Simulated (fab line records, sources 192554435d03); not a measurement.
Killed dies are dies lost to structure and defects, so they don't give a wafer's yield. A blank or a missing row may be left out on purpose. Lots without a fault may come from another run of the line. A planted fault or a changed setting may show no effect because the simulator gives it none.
Chamber matching | flow n5_finfet | N5_BEOL_M8_STRIP_19 on rie_diel-03: 4 sister chambers
The step strips in O2. 16 wafers are shown with their chamber, then 8 later ones without.

WAFERS WITH THEIR CHAMBER
wafer  | chamber | drypump_motor_current_A (A) | showerhead_plenum_p_Torr (Torr) | throttle_valve_pct (%)
L075.1 | 3       | 6.2                         | 2.08                            | 16.57
L075.2 | 0       | 5.2                         | 2.07                            | 16.35
L075.3 | 2       | 6.5                         | 2.16                            | 16.92
L075.4 | 1       | 4.9                         | 2.21                            | 16.69
L075.5 | 0       | 5.1                         | 2.07                            | 16.35
L075.6 | 3       | 6.2                         | 2.08                            | 16.56
L078.2 | 0       | 5.2                         | 2.06                            | 16.36
L078.3 | 3       | 6.3                         | 2.08                            | 16.60
L078.6 | 2       | 6.5                         | 2.15                            | 16.45
L083.1 | 0       | 5.2                         | 2.06                            | 16.37
L083.4 | 1       | 4.8                         | 2.20                            | 16.72
L083.5 | 2       | 6.5                         | 2.15                            | 16.46
L087.2 | 0       | 5.2                         | 2.06                            | 16.39
L087.4 | 1       | 4.9                         | 2.19                            | 16.76
L087.6 | 2       | 6.5                         | 2.15                            | 16.49
L086.3 | 1       | 4.9                         | 2.19                            | 16.74

SIGNATURES (means of the wafers above)
reading                  | chamber 0 | chamber 1 | chamber 2 | chamber 3 | scatter within a chamber
drypump_motor_current_A  | 5.180     | 4.875     | 6.500     | 6.233     | 0.043
showerhead_plenum_p_Torr | 2.0640    | 2.1975    | 2.1525    | 2.0800    | 0.00626
throttle_valve_pct       | 16.3640   | 16.7275   | 16.5800   | 16.5767   | 0.115
Rule: a wafer's distance from a chamber is the root of the sum, over the readings, of the square of ((its reading less the chamber's mean) divided by the reading's scatter). The wafer belongs to the nearest chamber; if the next one is less than 2 further off, it can't be placed. The scatter: the root of (the sum of the squares of (reading less its chamber's mean) over the shown wafers, divided by (wafers less chambers)).

WAFERS WITHOUT THEIR CHAMBER
wafer  | drypump_motor_current_A (A) | showerhead_plenum_p_Torr (Torr) | throttle_valve_pct (%)
L086.4 | 5.2                         | 2.06                            | 16.40
L086.5 | 6.2                         | 2.07                            | 16.63
L088.3 | 6.5                         | 2.14                            | 16.50
L088.5 | 6.5                         | 2.14                            | 16.50
L088.6 | 6.3                         | 2.07                            | 16.65
L096.1 | 6.5                         | 2.14                            | 16.52
L096.2 | 4.9                         | 2.18                            | 16.79
L096.4 | 5.2                         | 2.05                            | 16.46

WHICH CHAMBER EACH WENT THROUGH
wafer  | from the rows above | in truth
L086.4 | 0                   | 0
L086.5 | 3                   | 3
L088.3 | 2                   | 2
L088.5 | 2                   | 2
L088.6 | 3                   | 3
L096.1 | 2                   | 2
L096.2 | 1                   | 1
L096.4 | 0                   | 0
Placed correctly: 8 of 8. Can't be placed from these rows: 0. Placed wrongly: 0.
